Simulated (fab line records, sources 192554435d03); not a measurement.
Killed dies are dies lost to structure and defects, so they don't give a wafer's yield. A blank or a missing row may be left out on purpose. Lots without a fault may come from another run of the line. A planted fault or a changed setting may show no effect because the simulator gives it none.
A struck lot beside a sound one | flow n5_finfet | 15 steps out of a route of 1938
Sound: wafers L758.2, L758.3, L758.5. Struck: wafer L771.6. (L771.3 of the same lot was not struck and is left out.) The cause comes at the end.
At each step with rows: each side's tool, then ch and its chambers, then its first start. Under that, the readings that differ: sound wafers | struck wafers | difference of the means | sigmas: that difference in standard deviations of wafers without a fault.
alike: readings whose means differ by less than 2 such deviations, and words and numbers that are the same on both sides. not compared: withheld readings, readings that some wafer has no value for, bounds like >300 that may hide the same value, and numbers for which the record gives no deviation and whose values overlap.
The two part at a step that has a row with sigmas, a row that says differs or no value, or rows on one side only. Numbers that don't overlap but have no deviation are shown without sigmas and don't part them. A reading that every wafer of one side lacks parts them only if that side has two wafers or more.

first, 7 steps without rows for these wafers: N5_BEOL_M11_COAT_64 (time 60 s, resist thk 30 nm); N5_BEOL_M11_COAT_22 (resist thk 90 nm); N5_BEOL_M11_EBR_24; N5_BEOL_M11_SOFTBAKE_23 (time 60 s); N5_BEOL_M11_EXPOSE_25 (exposes mask V10); N5_BEOL_M11_PEB_26 (peb time 60 s); N5_BEOL_M11_DEVELOP_27 (develop time 30 s).
N5_BEOL_M11_CD_MEAS_28: target cd 70 nm.
  sound on cd_sem-01 ch 0, day 10 21:01; struck on cd_sem-01 ch 0, day 14 04:32
  alike: cd_nm
N5_BEOL_M11_OVL_MEAS_29:
  sound on overlay-02 ch 0, day 10 21:02; struck on overlay-01 ch 0, day 14 04:34
  alike: V10_OVL
N5_BEOL_M11_INSPECT_30: inspects for defects (brightfield).
  sound on defect_inspect-02, day 10 21:04; struck on defect_inspect-02, day 14 04:35
  reading          | sound       | struck | difference | sigmas
  raw_defect_count | 342 351 346 | 552    | +206       | +2
N5_BEOL_M11_DESCUM_33: chemistry O2, time 7.9 s.
  sound on rie_diel-05 ch 0,1,2, day 10 21:06; struck on rie_diel-02 ch 0, day 14 04:37
  alike: drypump_motor_current_A, oes_product_au, rf_vpp_V, showerhead_plenum_p_Torr, throttle_valve_pct
  not compared: rf_hours_counter_h
N5_BEOL_M11_ETCH_65: etches SiARC in CF4, target depth 39 nm, time 65 s.
  sound on rie_diel-05 ch 0,1,2, day 10 21:08; struck on rie_diel-02 ch 0, day 14 04:39
  alike: bias_w, cf4_flow_sccm, drypump_motor_current_A, etch_rf_on_time_s, oes_product_au, rf_vpp_V, showerhead_plenum_p_Torr, throttle_valve_pct
  not compared: rf_hours_counter_h
N5_BEOL_M11_ETCH_66: etches SOC in N2/H2, target depth 120 nm, overetch 24 nm, time 180 s.
  sound on rie_diel-05 ch 0,1,2, day 10 21:11; struck on rie_diel-02 ch 0, day 14 04:42
  reading                                     | sound             | struck | difference | sigmas
  run_length_s (s)                            | 204.0 203.6 203.5 | 172.7  | -31.0      | -66
  model.SiARC_of_BEOL_M11_COAT_64.thk_nm (nm) | 22.6 22.8 22.6    | 24.4   | +1.7       |
  alike: drypump_motor_current_A, oes_product_au, rf_vpp_V, showerhead_plenum_p_Torr, throttle_valve_pct
  not compared: bias_w, rf_hours_counter_h
then, 2 steps without rows for these wafers: N5_BEOL_M11_STRIP_69 (strips in N2/H2); N5_PASSIVATION_PROBE_49.

WHERE THEY PART
First at N5_BEOL_M11_INSPECT_30; last, within this record, at N5_BEOL_M11_ETCH_66.

WHY: what the simulator had put in
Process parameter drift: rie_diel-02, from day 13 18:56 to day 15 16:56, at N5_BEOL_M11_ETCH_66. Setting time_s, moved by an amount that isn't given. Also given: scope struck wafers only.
